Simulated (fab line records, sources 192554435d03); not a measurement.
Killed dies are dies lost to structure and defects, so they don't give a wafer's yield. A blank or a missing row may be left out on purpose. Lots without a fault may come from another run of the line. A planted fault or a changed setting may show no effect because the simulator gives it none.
Chamber matching | flow n5_finfet | N5_BEOL_M3_ETCH_74 on rie_diel-01: 4 sister chambers
The step etches underlayer in N2/H2, target depth 6.5 nm, time 5.2 s. 20 wafers are shown with their chamber, then 10 later ones without.

WAFERS WITH THEIR CHAMBER
wafer  | chamber | showerhead_plenum_p_Torr (Torr) | throttle_valve_pct (%) | oes_product_au (a.u.)
L076.2 | 0       | 2.60                            | 18.05                  | 0.75
L076.5 | 2       | 2.51                            | 18.40                  | 0.60
L076.6 | 3       | 2.44                            | 17.92                  | 0.60
L077.2 | 2       | 2.51                            | 18.40                  | 0.59
L077.5 | 1       | 2.59                            | 17.74                  | 0.76
L077.6 | 2       | 2.51                            | 18.40                  | 0.59
L081.2 | 1       | 2.58                            | 17.74                  | 0.73
L081.4 | 0       | 2.60                            | 18.06                  | 0.74
L081.6 | 3       | 2.43                            | 17.96                  | 0.60
L082.1 | 3       | 2.43                            | 17.96                  | 0.60
L082.2 | 2       | 2.51                            | 18.44                  | 0.57
L082.4 | 0       | 2.59                            | 18.08                  | 0.73
L086.1 | 0       | 2.59                            | 18.07                  | 0.73
L086.2 | 2       | 2.51                            | 18.44                  | 0.59
L086.4 | 1       | 2.58                            | 17.78                  | 0.73
L087.2 | 0       | 2.59                            | 18.07                  | 0.73
L087.3 | 1       | 2.58                            | 17.78                  | 0.73
L087.6 | 1       | 2.58                            | 17.79                  | 0.74
L088.1 | 1       | 2.58                            | 17.76                  | 0.74
L088.2 | 3       | 2.43                            | 17.93                  | 0.59

SIGNATURES (means of the wafers above)
reading                  | chamber 0 | chamber 1 | chamber 2 | chamber 3 | scatter within a chamber
showerhead_plenum_p_Torr | 2.5940    | 2.5817    | 2.5100    | 2.4325    | 0.00417
throttle_valve_pct       | 18.0660   | 17.7650   | 18.4160   | 17.9425   | 0.0195
oes_product_au           | 0.7360    | 0.7383    | 0.5880    | 0.5975    | 0.00987
Rule: a wafer's distance from a chamber is the root of the sum, over the readings, of the square of ((its reading less the chamber's mean) divided by the reading's scatter). The wafer belongs to the nearest chamber; if the next one is less than 2 further off, it can't be placed. The scatter: the root of (the sum of the squares of (reading less its chamber's mean) over the shown wafers, divided by (wafers less chambers)).

WAFERS WITHOUT THEIR CHAMBER
wafer  | showerhead_plenum_p_Torr (Torr) | throttle_valve_pct (%) | oes_product_au (a.u.)
L088.4 | 2.43                            | 17.93                  | 0.59
L092.2 | 2.57                            | 17.79                  | 0.73
L092.4 | 2.59                            | 18.09                  | 0.72
L092.6 | 2.43                            | 17.95                  | 0.58
L094.2 | 2.58                            | 18.10                  | 0.72
L094.3 | 2.57                            | 17.81                  | 0.71
L094.5 | 2.42                            | 17.95                  | 0.58
L095.1 | 2.58                            | 18.09                  | 0.71
L095.2 | 2.50                            | 18.02                  | 0.83
L095.4 | 2.42                            | 17.96                  | 0.58

WHICH CHAMBER EACH WENT THROUGH
wafer  | from the rows above     | in truth
L088.4 | 3                       | 3
L092.2 | 1                       | 1
L092.4 | 0                       | 0
L092.6 | 3                       | 3
L094.2 | 0                       | 0
L094.3 | 1                       | 1
L094.5 | 3                       | 3
L095.1 | 0                       | 0
L095.2 | can't be placed: 0 or 1 | 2
L095.4 | 3                       | 3
Placed correctly: 9 of 10. Can't be placed from these rows: 1 (the true chamber is among the candidates in 0). Placed wrongly: 0.
